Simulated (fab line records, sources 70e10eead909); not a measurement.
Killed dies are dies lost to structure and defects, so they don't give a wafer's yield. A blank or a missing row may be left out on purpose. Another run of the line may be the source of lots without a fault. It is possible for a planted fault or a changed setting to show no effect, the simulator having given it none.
Matching of chambers -- flow nand-harc -- rie-diel-13 running NHARC_A_STAIRCASE_TRIM_220: 4 sister chambers
The step chemistry O2, time 211.2 s. 24 wafers are shown with their chamber, then 12 later ones without.

WAFERS PAIRED WITH THEIR CHAMBERS
wafer,chamber,drypump-motor-current-A (A),showerhead-plenum-p-Torr (Torr),oes-product-au (a.u.)
L074.2,0,5.74,3.49,0.995
L074.5,0,5.72,3.49,0.999
L074.6,3,5.44,3.41,0.992
L075.1,3,5.46,3.41,0.987
L075.2,1,5.63,3.34,0.991
L075.5,2,6.20,3.29,1.004
L078.1,3,5.43,3.40,0.984
L078.2,1,5.66,3.33,0.995
L078.5,1,5.65,3.33,1.000
L079.2,2,6.21,3.28,0.993
L079.5,0,5.74,3.48,1.003
L079.6,3,5.46,3.40,0.986
L081.1,2,6.17,3.28,1.005
L081.2,1,5.66,3.33,0.989
L081.4,0,5.72,3.48,1.009
L084.1,2,6.21,3.27,0.993
L084.3,1,5.65,3.32,0.997
L084.5,1,5.64,3.32,0.992
L086.4,0,5.72,3.47,0.985
L086.5,2,6.19,3.27,1.001
L086.6,3,5.44,3.39,0.986
L088.1,2,6.21,3.27,1.003
L088.3,0,5.74,3.47,0.999
L088.6,0,5.73,3.47,0.990

SIGNATURES (means of the wafers above)
reading,chamber 0,chamber 1,chamber 2,chamber 3,scatter within a chamber
drypump-motor-current-A,5.7300,5.6483,6.1983,5.4460,0.0128
showerhead-plenum-p-Torr,3.4786,3.3283,3.2767,3.4020,0.00831
oes-product-au,0.99714,0.99400,0.99983,0.98700,0.00572
Rule: distance of a wafer from a chamber = root of the sum over the readings of ((wafer's reading minus chamber's mean) / reading's scatter) squared. If the next closest chamber is less than 2 further off than the closest, the wafer can't be placed; otherwise it belongs to the closest. The scatter: take each reading less its chamber's mean, square it, sum over the shown wafers, divide by the number of wafers less the number of chambers, and take the root.

WAFERS WITH NO CHAMBER GIVEN
wafer,drypump-motor-current-A (A),showerhead-plenum-p-Torr (Torr),oes-product-au (a.u.)
L089.3,5.75,3.47,0.994
L089.5,5.74,3.47,0.991
L089.6,6.21,3.27,1.000
L093.1,5.42,3.38,0.983
L093.4,6.21,3.80,1.003
L093.6,5.45,3.38,0.984
L092.3,5.46,3.38,0.999
L092.4,5.66,3.31,0.977
L092.6,5.44,3.38,0.988
L094.1,6.19,3.80,1.002
L094.3,5.65,3.31,0.975
L094.4,5.74,3.45,1.005

CHAMBER TAKEN BY EACH
wafer,from the rows above,in truth
L089.3,0,0
L089.5,0,0
L089.6,2,2
L093.1,3,3
L093.4,0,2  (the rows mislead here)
L093.6,3,3
L092.3,3,3
L092.4,1,1
L092.6,3,3
L094.1,0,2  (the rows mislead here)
L094.3,1,1
L094.4,0,0
Correctly placed: 10 of 12. Left unplaced by these rows: 0. 2 placed wrongly.
